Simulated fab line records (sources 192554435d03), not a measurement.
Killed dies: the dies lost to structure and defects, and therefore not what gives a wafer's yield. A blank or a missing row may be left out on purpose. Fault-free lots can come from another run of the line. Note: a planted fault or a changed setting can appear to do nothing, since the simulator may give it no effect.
Lot-split experiment :: flow n5-finfet :: 7 lots, 21 wafers read, on a route of 1938 steps

## THE SPLIT
At N5_BEOL_M5_ETCH_68 (etches SOC in N2/H2, target depth 80 nm, overetch 16 nm, time 120 s), the setting bias-w was moved away from the recipe's 150 W on 9 of the 21 wafers read, by -7.0% to +13.3%. This setting was run at the recipe's value on the other wafers.

Reading taken at the split's own step.

## THE READING
rf-vpp-V, in V, at N5_BEOL_M5_ETCH_68 (etches SOC in N2/H2, target depth 80 nm, overetch 16 nm, time 120 s). Fault-free wafers of this fab line usually give 524 V, standard deviation 3.3 V.

wafer: L078.4
tool, chamber at the split: rie-diel-02, 0
bias-w as run, W: 167.9
against the recipe: +11.9%
rf-vpp-V, V: 565
against lot-mates on the recipe: +39

wafer: L078.5
tool, chamber at the split: rie-diel-02, 1
bias-w as run, W: 167.9
against the recipe: +11.9%
rf-vpp-V, V: 566
against lot-mates on the recipe: +40

wafer: L078.6
tool, chamber at the split: rie-diel-02, 0
bias-w as run, W: 150
against the recipe: recipe
rf-vpp-V, V: 526
against lot-mates on the recipe: -

wafer: L080.3
tool, chamber at the split: rie-diel-06, 1
bias-w as run, W: 150
against the recipe: recipe
rf-vpp-V, V: 518
against lot-mates on the recipe: -

wafer: L080.4
tool, chamber at the split: rie-diel-06, 2
bias-w as run, W: 150
against the recipe: recipe
rf-vpp-V, V: 520
against lot-mates on the recipe: -

wafer: L080.5
tool, chamber at the split: rie-diel-06, 3
bias-w as run, W: 150
against the recipe: recipe
rf-vpp-V, V: 528
against lot-mates on the recipe: -

wafer: L081.1
tool, chamber at the split: rie-diel-06, 3
bias-w as run, W: 162.9
against the recipe: +8.6%
rf-vpp-V, V: 557
against lot-mates on the recipe: +37

wafer: L081.2
tool, chamber at the split: rie-diel-06, 1
bias-w as run, W: 162.9
against the recipe: +8.6%
rf-vpp-V, V: 545
against lot-mates on the recipe: +25

wafer: L081.5
tool, chamber at the split: rie-diel-06, 2
bias-w as run, W: 150
against the recipe: recipe
rf-vpp-V, V: 520
against lot-mates on the recipe: -

wafer: L084.1
tool, chamber at the split: rie-diel-06, 3
bias-w as run, W: 150
against the recipe: recipe
rf-vpp-V, V: 530
against lot-mates on the recipe: -

wafer: L084.4
tool, chamber at the split: rie-diel-06, 2
bias-w as run, W: 150
against the recipe: recipe
rf-vpp-V, V: 521
against lot-mates on the recipe: -

wafer: L084.5
tool, chamber at the split: rie-diel-06, 1
bias-w as run, W: 150
against the recipe: recipe
rf-vpp-V, V: 518
against lot-mates on the recipe: -

wafer: L093.1
tool, chamber at the split: rie-diel-06, 3
bias-w as run, W: 150
against the recipe: recipe
rf-vpp-V, V: 527
against lot-mates on the recipe: -

wafer: L093.3
tool, chamber at the split: rie-diel-06, 2
bias-w as run, W: 139.5
against the recipe: -7.0%
rf-vpp-V, V: 498
against lot-mates on the recipe: -29

wafer: L093.6
tool, chamber at the split: rie-diel-06, 0
bias-w as run, W: 139.5
against the recipe: -7.0%
rf-vpp-V, V: 503
against lot-mates on the recipe: -24

wafer: L096.3
tool, chamber at the split: rie-diel-02, 1
bias-w as run, W: 170
against the recipe: +13.3%
rf-vpp-V, V: 570
against lot-mates on the recipe: +46

wafer: L096.4
tool, chamber at the split: rie-diel-02, 0
bias-w as run, W: 150
against the recipe: recipe
rf-vpp-V, V: 526
against lot-mates on the recipe: -

wafer: L096.5
tool, chamber at the split: rie-diel-02, 2
bias-w as run, W: 150
against the recipe: recipe
rf-vpp-V, V: 521
against lot-mates on the recipe: -

wafer: L097.1
tool, chamber at the split: rie-diel-05, 1
bias-w as run, W: 167.1
against the recipe: +11.4%
rf-vpp-V, V: 558
against lot-mates on the recipe: +37

wafer: L097.3
tool, chamber at the split: rie-diel-05, 3
bias-w as run, W: 167.1
against the recipe: +11.4%
rf-vpp-V, V: 559
against lot-mates on the recipe: +38

wafer: L097.6
tool, chamber at the split: rie-diel-05, 0
bias-w as run, W: 150
against the recipe: recipe
rf-vpp-V, V: 521
against lot-mates on the recipe: -

FIT RESULTS
A straight line over all 21 wafers: rf-vpp-V changes by +3.34 V for each +1% of bias-w; r = +0.98; the points scatter about the line by 4 V.
The same after taking each lot's own level away (the mean of its wafers on the recipe; 21 wafers): +3.46 V for each +1%; r = +0.99; scatter 3.7 V.
On that fit, the largest move of bias-w shifts the reading by 46 V.
The span of the lots' own levels, 520.0 to 527.0 V, comes to 2.1 times the standard deviation stated above.
Consequently the slope shifts little with the lot-to-lot level, the two slopes agreeing.
Check: for one of the wafers moved furthest among these (+13.3%), held out of the fit, the line's prediction against its lot-mates is +45.5 V. Against them it came out at +46.5 V.
Tool readings at the split's step, against how far the setting was moved: rf-vpp-V r = +0.98.

## ADDITIONAL SPLITS CARRIED BY THESE WAFERS
Other splits were also applied to these wafers ahead of the reading. Each is held against what the fit with the lots' levels taken away leaves over:
other split on the same wafers: N5_BEOL_M0_ETCH_128 source-w
wafers away from the commonest value: 6
r with rf-vpp-V (lot level and that fit taken away): +0.33

other split on the same wafers: N5_BEOL_M0_ETCH_109 bias-w
wafers away from the commonest value: 3
r with rf-vpp-V (lot level and that fit taken away): -0.14

other split on the same wafers: N5_BEOL_M1_SPUTTER_81 time-s
wafers away from the commonest value: 7
r with rf-vpp-V (lot level and that fit taken away): -0.12

other split on the same wafers: N5_BEOL_M2_ETCH_70 source-w
wafers away from the commonest value: 5
r with rf-vpp-V (lot level and that fit taken away): -0.38

other split on the same wafers: N5_BEOL_M2_TRENCH_ETCH_37 source-w
wafers away from the commonest value: 5
r with rf-vpp-V (lot level and that fit taken away): -0.10

other split on the same wafers: N5_BEOL_M2_DEP_57 time-s
wafers away from the commonest value: 9
r with rf-vpp-V (lot level and that fit taken away): +0.11

other split on the same wafers: N5_BEOL_M4_PECVD_72 temp-c
wafers away from the commonest value: 3
r with rf-vpp-V (lot level and that fit taken away): +0.11

other split on the same wafers: N5_BEOL_M4_COAT_61 spin-rpm
wafers away from the commonest value: 8
r with rf-vpp-V (lot level and that fit taken away): -0.19

## THE WHOLE CHAIN: every reading that the file lists as answering this split, in the file's order
step: N5_BEOL_M5_ETCH_68
what it does: etches SOC in N2/H2, target depth 80 nm, overetch 16 nm, time 120 s
reading: rf-vpp-V
change (the file's fit): +3.44 V for each +1% of the setting
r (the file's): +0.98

step: N5_BEOL_M5_ETCH_68
what it does: etches SOC in N2/H2, target depth 80 nm, overetch 16 nm, time 120 s
reading: SiARC_of_BEOL_M5_COAT_66.thk-nm (the simulator's own value, which no gauge read)
change (the file's fit): -0.0746 nm for each +1% of the setting
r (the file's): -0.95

## FILE'S OWN FIT
rf-vpp-V changes by +3.44 V for each +1% of bias-w, r = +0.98.
